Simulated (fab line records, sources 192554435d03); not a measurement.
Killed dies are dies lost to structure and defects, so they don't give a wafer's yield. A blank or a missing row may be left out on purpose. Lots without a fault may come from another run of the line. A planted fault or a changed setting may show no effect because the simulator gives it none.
One fault seen from 3 desks | flow n5_finfet | each desk has only its own numbers; what lay behind them comes last

THE DEFECT DESK
What the inspections along the route counted, lot by lot: means of the sampled wafers that have a number. A lot is out of limits, marked OUT, if its mean lies more than 4 standard deviations from the usual mean; the brackets give that distance.
Columns: A = raw_defect_count at N5_BEOL_M2_INSPECT_13, usual 465
lot  | first seen here | A
L852 | day 7 04:53     | 546
L856 | day 8 07:59     | 623
L866 | day 10 19:59    | 587
L872 | day 12 05:45    | 472
L871 | day 12 14:07    | 418
This desk's finding: nothing out of limits on any of the 5 lots.

THE TOOL OWNER'S DESK: rie_diel-05
The tool's own readings at N5_BEOL_M2_ETCH_64 (etches SOC in N2/H2, target depth 75 nm, overetch 22.5 nm, time 121.9 s): means of the sampled wafers that have a number, for each lot that ran on this tool. A lot is out of limits, marked OUT, if its mean lies more than 4 standard deviations from the usual mean; the brackets give that distance.
Columns: A = bias_w at N5_BEOL_M2_ETCH_64, usual 150.0 W; B = drypump_motor_current_A at N5_BEOL_M2_ETCH_64, usual 5.8 A; C = h2_flow_sccm at N5_BEOL_M2_ETCH_64, usual 200.1 sccm; D = oes_product_au at N5_BEOL_M2_ETCH_64, usual 0.59 a.u.; E = rf_vpp_V at N5_BEOL_M2_ETCH_64, usual 524.7 V; F = showerhead_plenum_p_Torr at N5_BEOL_M2_ETCH_64, usual 2.58 Torr; G = throttle_valve_pct at N5_BEOL_M2_ETCH_64, usual 17.8 %
lot  | first seen here | A               | B   | C     | D    | E               | F    | G
L852 | day 7 04:59     | 150.0           | 5.6 | 199.6 | 0.65 | 525.4           | 2.58 | 17.6
L866 | day 10 20:05    | 167.7 (+45) OUT | 5.6 | 199.4 | 0.59 | 560.3 (+16) OUT | 2.55 | 17.8
This desk's finding: out of limits on L866; first on L866, day 10 20:05 (bias_w at N5_BEOL_M2_ETCH_64). In limits: L852.

THE METROLOGY DESK
What the gauges read, lot by lot, whatever tool the lot ran on: means of the sampled wafers that have a number. A lot is out of limits, marked OUT, if its mean lies more than 4 standard deviations from the usual mean; the brackets give that distance. Of its 12 readings 7 are shown: those that lie furthest out on some lot.
Columns: A = M2_OVL at N5_BEOL_M2_OVL_MEAS_12, usual 0.7 nm; B = DIBL_N at N5_BEOL_M4_RC_MEAS_101, usual 35.9 mV/V; C = IOFF_N at N5_BEOL_M4_RC_MEAS_101, usual 0.156 nA/um; D = IOFF_P at N5_BEOL_M4_RC_MEAS_101, usual 0.205 nA/um; E = ION_N at N5_BEOL_M4_RC_MEAS_101, usual 675 uA/um; F = ION_P at N5_BEOL_M4_RC_MEAS_101, usual 463 uA/um; G = VT_P at N5_BEOL_M4_RC_MEAS_101, usual -250.2 mV
lot  | first seen here | A   | B    | C     | D     | E   | F   | G
L852 | day 7 04:47     | 1.5 | 35.3 | 0.155 | 0.185 | 664 | 454 | -253.6
L856 | day 8 07:53     | 0.4 | 35.9 | 0.148 | 0.234 | 673 | 471 | -247.2
L866 | day 10 19:53    | 1.0 | 36.0 | 0.137 | 0.212 | 670 | 469 | -248.1
L872 | day 12 05:40    | 0.3 | 38.3 | 0.183 | 0.213 | 681 | 461 | -253.0
L871 | day 12 14:02    | 0.5 | 36.0 | 0.138 | 0.205 | 667 | 466 | -248.8
This desk's finding: nothing out of limits on any of the 5 lots.

PUT TOGETHER
The tool owner's desk could have raised an alarm at day 10 20:05, on L866.
The defect desk saw nothing out of limits.
The metrology desk saw nothing out of limits.
The defect desk has L866 on record, within its limits.
The metrology desk has L866 on record, within its limits.
Of the lots named, all ran N5_BEOL_M2_ETCH_64 on rie_diel-05.

WHAT THE SIMULATOR HAD PUT IN
Process parameter drift: rie_diel-05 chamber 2, from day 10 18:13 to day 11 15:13, at N5_BEOL_M2_ETCH_64. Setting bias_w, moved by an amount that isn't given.
Lots struck among those shown: L866.
Hours from the fault's start to each desk's first reading out of limits: the tool owner's desk, 2.
